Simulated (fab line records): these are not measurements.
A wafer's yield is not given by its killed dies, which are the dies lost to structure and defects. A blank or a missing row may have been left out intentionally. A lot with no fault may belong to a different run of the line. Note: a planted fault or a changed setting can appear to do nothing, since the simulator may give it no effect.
A struck lot beside a sound one | flow n5 finfet | 16 steps out of a route of 1938
Sound: the wafers L889.1, L889.3, L889.4. Struck: wafer L886.5 (left out: L886.3, a lot-mate that was not struck); the cause follows at the end.
Order at every step that has rows: each side's tool, ch and its chambers, its first start. Under that, the readings that differ: sound wafers | struck wafers | difference of the means | sigmas: that difference in standard deviations of wafers without a fault.
alike: a reading whose means differ by less than 2 such deviations, as well as words and numbers matching on both sides. not compared: withheld readings; readings where some wafer has no value; bounds like >300 that might hide an equal value; numbers whose values overlap and for which the record gives no deviation.
Wherever a step has rows on one side only, a row that says differs or no value, or a row with sigmas, the two part there. Non-overlapping numbers with no deviation appear without sigmas and do not part them. A reading that every wafer of one side lacks parts them only if that side has two wafers or more.

N5_SDB_CD_MEAS_11: target cd 50 nm.
  sound on cd sem-01 ch 0, day 9 00:43; struck on cd sem-03 ch 0, day 8 09:02
  reading    | sound          | struck | difference | sigmas
  cd nm (nm) | 51.0 52.1 49.7 | 47.5   | -3.4       | -2
N5_SDB_OVL_MEAS_12:
  sound on overlay-02 ch 0, day 9 00:45; struck on overlay-02 ch 0, day 8 09:04
  alike: SDB_OVL
N5_SDB_INSPECT_13: inspects for defects (brightfield).
  sound on defect inspect-02 at day 9 00:46; struck on defect inspect-01 at day 8 09:05
  alike: raw defect count
N5_SDB_DESCUM_16: chemistry O2, time 7.9 s.
  sound on rie diel-03 ch 0,2,3, day 9 00:51; struck on rie diel-03 ch 1, day 8 09:07
  reading             | sound             | struck | difference | sigmas
  o2 flow sccm (sccm) | 224.9 225.7 225.4 | 223.8  | -1.5       | -2
  rf fwd power W (W)  | 49.44 49.61 49.35 | 48.74  | -0.73      | -3
  alike: drypump motor current A, oes product au, rf vpp V, showerhead plenum p Torr, throttle valve pct
  not compared: rf hours counter h
N5_SDB_ETCH_17: etches SiARC in CF4, target depth 23.4 nm, time 39 s.
  sound on rie diel-03 ch 0,2,3, day 9 00:53; struck on rie diel-03 ch 1, day 8 09:10
  alike: drypump motor current A, etch rf on time s, oes product au, rf fwd power W, rf vpp V, showerhead plenum p Torr, throttle valve pct
  not compared: rf hours counter h
then, 3 steps without rows for these wafers: N5_SDB_ETCH_18 (etches SOC in N2/H2, target depth 100 nm, overetch 20 nm, time 150 s); N5_SDB_STRIP_19 (strips in N2/H2); N5_SDB_STRIP_21 (strips in CF4).
N5_SDB_HM_OPEN_20: chemistry CH3F/O2, target SiNx, stops on poly-Si, target depth 24 nm.
  sound on rie diel-03 ch 0,2,3, day 9 01:05; struck on rie diel-03 ch 1, day 8 09:21
  alike: drypump motor current A, oes_ar_750_au, oes product au, rf fwd power W, rf vpp V, showerhead plenum p Torr, throttle valve pct
  not compared: rf hours counter h
N5_SDB_STRIP_22: strips in N2/H2.
  sound on plasma asher-02 ch 0,1, day 9 01:12; struck on plasma asher-01 ch 1, day 8 09:28
  reading                      | sound          | struck | difference | sigmas
  strip time to endpoint s (s) | 97.1 96.7 97.3 | 96.1   | -0.9       | -2
  alike: drypump motor current A, heater power w, oes product au
  not compared: rf hours counter h
then, 2 steps without rows for these wafers: N5_SDB_PRECLEAN_23 (cleans in dHF, time 30 s); N5_SDB_DUMMY_REMOVE_24 (chemistry TMAH, target poly-Si, stops on SiO2, target depth 142 nm, time 57 s, rinse time 30 s).
N5_SDB_ETCH_25: etches SiO2 in C4F6/O2, target depth 10 nm, time 3.3 s.
  sound on rie diel-03 ch 0,3, day 9 01:41; struck on rie diel-04 ch 0, day 8 09:39
  reading                  | sound             | struck | difference | sigmas
  oes product au (a.u.)    | 0.71 0.68 0.69    | 0.94   | +0.25      | +3
  throttle valve pct (%)   | 21.11 21.15 21.18 | 21.77  | +0.62      | +2
  model.etch.depth nm (nm) | 9.796 9.841 9.859 | 13.68  | +3.85      |
  alike: drypump motor current A, oes_ar_750_au, rf fwd power W, rf vpp V, showerhead plenum p Torr
  not compared: rf hours counter h
N5_SDB_CUT_ETCH_26: etches Si in HBr/Cl2/O2, target depth 129.6 nm, bt time 20 s, time 51.8 s.
  sound on rie si-05 ch 0,1,3, day 9 01:46; struck on rie si-01 ch 3, day 8 09:44
  alike: drypump motor current A, oes product au, throttle valve pct
  not compared: rf fwd power W, rf hours counter h
-- the record jumps here: 6 days lie between the struck wafers' starts before and after (it left off in module SDB and takes up again in module BEOL_M4, whose first step shown is number 1111 of the route) --
N5_BEOL_M4_RC_MEAS_101:
  sound on prober-01 ch 0, day 15 08:10; struck on prober-02 ch 0, day 14 15:31
  reading       | sound       | struck | difference | sigmas
  ION_P (uA/um) | 459 464 453 | 443    | -16        | -2
  alike: DIBL_N, DIBL_P, IOFF_N, IOFF_P, ION_N, SS_N, SS_P, VT_N, VT_P
following that, these wafers have no rows for 1 step: N5_PASSIVATION_PROBE_49.

## WHERE THEY PART
Earliest at N5_SDB_CD_MEAS_11; latest, in this record, at N5_BEOL_M4_RC_MEAS_101.

WHY: what the simulator had put in
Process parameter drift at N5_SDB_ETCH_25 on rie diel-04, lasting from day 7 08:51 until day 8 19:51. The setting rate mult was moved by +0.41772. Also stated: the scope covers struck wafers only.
